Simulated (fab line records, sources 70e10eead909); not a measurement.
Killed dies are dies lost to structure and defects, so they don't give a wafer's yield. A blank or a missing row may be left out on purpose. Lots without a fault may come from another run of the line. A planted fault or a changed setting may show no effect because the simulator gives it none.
Chamber matching | flow nand_harc | NHARC_A_CHANNEL_FILL_D1_ALD_14 on ald_hk-03: 4 sister chambers
The step deposits SiO2, target thk 2.5 nm, pulse time 10 s, ald cycles 25. 16 wafers are shown with their chamber, then 8 later ones without.

WAFERS WITH THEIR CHAMBER
wafer  | chamber | heater_power_w (W) | precursor_pulse_height_rel
L078.2 | 0       | 426                | 1.021
L078.5 | 2       | 561                | 1.008
L078.6 | 1       | 476                | 0.998
L080.3 | 0       | 428                | 1.001
L080.4 | 1       | 491                | 0.985
L080.6 | 3       | 562                | 0.989
L081.2 | 3       | 556                | 1.033
L081.3 | 1       | 493                | 1.014
L081.6 | 3       | 542                | 0.992
L087.1 | 1       | 481                | 0.972
L087.3 | 2       | 548                | 1.024
L087.4 | 3       | 568                | 1.023
L088.1 | 2       | 556                | 0.985
L088.3 | 0       | 422                | 0.982
L088.4 | 3       | 560                | 1.022
L089.1 | 2       | 561                | 0.996

SIGNATURES (means of the wafers above)
reading                    | chamber 0 | chamber 1 | chamber 2 | chamber 3 | scatter within a chamber
heater_power_w             | 425.33    | 485.25    | 556.50    | 557.60    | 7.68
precursor_pulse_height_rel | 1.00133   | 0.99225   | 1.00325   | 1.01180   | 0.0186
Rule: a wafer's distance from a chamber is the root of the sum, over the readings, of the square of ((its reading less the chamber's mean) divided by the reading's scatter). The wafer belongs to the nearest chamber; if the next one is less than 2 further off, it can't be placed. The scatter: the root of (the sum of the squares of (reading less its chamber's mean) over the shown wafers, divided by (wafers less chambers)).

WAFERS WITHOUT THEIR CHAMBER
wafer  | heater_power_w (W) | precursor_pulse_height_rel
L089.3 | 430                | 1.011
L089.4 | 557                | 0.978
L093.1 | 421                | 1.022
L093.4 | 552                | 1.009
L093.6 | 558                | 0.986
L095.1 | 441                | 0.986
L095.4 | 580                | 1.022
L095.5 | 571                | 1.015

WHICH CHAMBER EACH WENT THROUGH
wafer  | from the rows above     | in truth
L089.3 | 0                       | 0
L089.4 | can't be placed: 2 or 3 | 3
L093.1 | 0                       | 0
L093.4 | can't be placed: 2 or 3 | 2
L093.6 | can't be placed: 2 or 3 | 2
L095.1 | 0                       | 0
L095.4 | can't be placed: 3 or 2 | 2
L095.5 | can't be placed: 3 or 2 | 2
Placed correctly: 3 of 8. Can't be placed from these rows: 5 (the true chamber is among the candidates in 5). Placed wrongly: 0.
